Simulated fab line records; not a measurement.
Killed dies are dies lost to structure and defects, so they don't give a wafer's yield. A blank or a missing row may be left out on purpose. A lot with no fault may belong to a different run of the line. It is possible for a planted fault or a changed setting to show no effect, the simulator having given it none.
Matching of chambers	flow nand harc	cmp-03 running NHARC_P_M0_CMP_23: 4 sister chambers
The step polishes, t overpolish 20 s, target thk 117.53 nm. 8 wafers are shown with their chamber, then 7 later ones without.

## EACH WAFER AND ITS CHAMBER
wafer	chamber	motor current A (A)	time to endpoint s (s)
L077.2	2	12.5	26.4
L077.4	3	12.9	27.5
L077.5	3	12.9	28.6
L077.6	0	10.9	25.3
L087.1	0	11.9	27.0
L087.5	1	13.7	28.2
L091.1	2	12.1	29.8
L091.3	1	12.5	28.9

## WAFERS WITHOUT THEIR CHAMBER
wafer	motor current A (A)	time to endpoint s (s)
L091.6	11.3	29.9
L093.1	11.8	27.4
L093.3	12.7	25.6
L093.6	11.4	24.7
L095.1	13.6	28.0
L095.4	11.2	22.2
L095.5	13.7	25.7

## THE CHAMBER EACH PASSED THROUGH
wafer	from the rows above	in truth
L091.6	can't be placed: 2 or 0 or 3 or 1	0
L093.1	can't be placed: 2 or 0 or 3 or 1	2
L093.3	can't be placed: 3 or 2 or 1 or 0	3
L093.6	can't be placed: 0 or 2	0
L095.1	can't be placed: 1 or 3 or 2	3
L095.4	can't be placed: 0 or 2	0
L095.5	can't be placed: 3 or 1 or 2 or 0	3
0 of 7 placed correctly. Cannot be placed on the basis of these rows: 7; the candidates contain the true chamber in 7. 0 placed wrongly.
How it was worked out, from the rows above alone: a wafer's distance from a chamber is the root of the sum, over the readings, of the square of ((its reading less the chamber's mean) divided by the reading's scatter). If the next closest chamber is less than 2 further off than the closest, the wafer can't be placed; otherwise it belongs to the closest. The mean given for a chamber averages the wafers shown for that chamber. How the scatter is found: for the shown wafers, subtract from each reading the mean of its chamber, square and add these, divide the total by (wafers less chambers), then take the root.
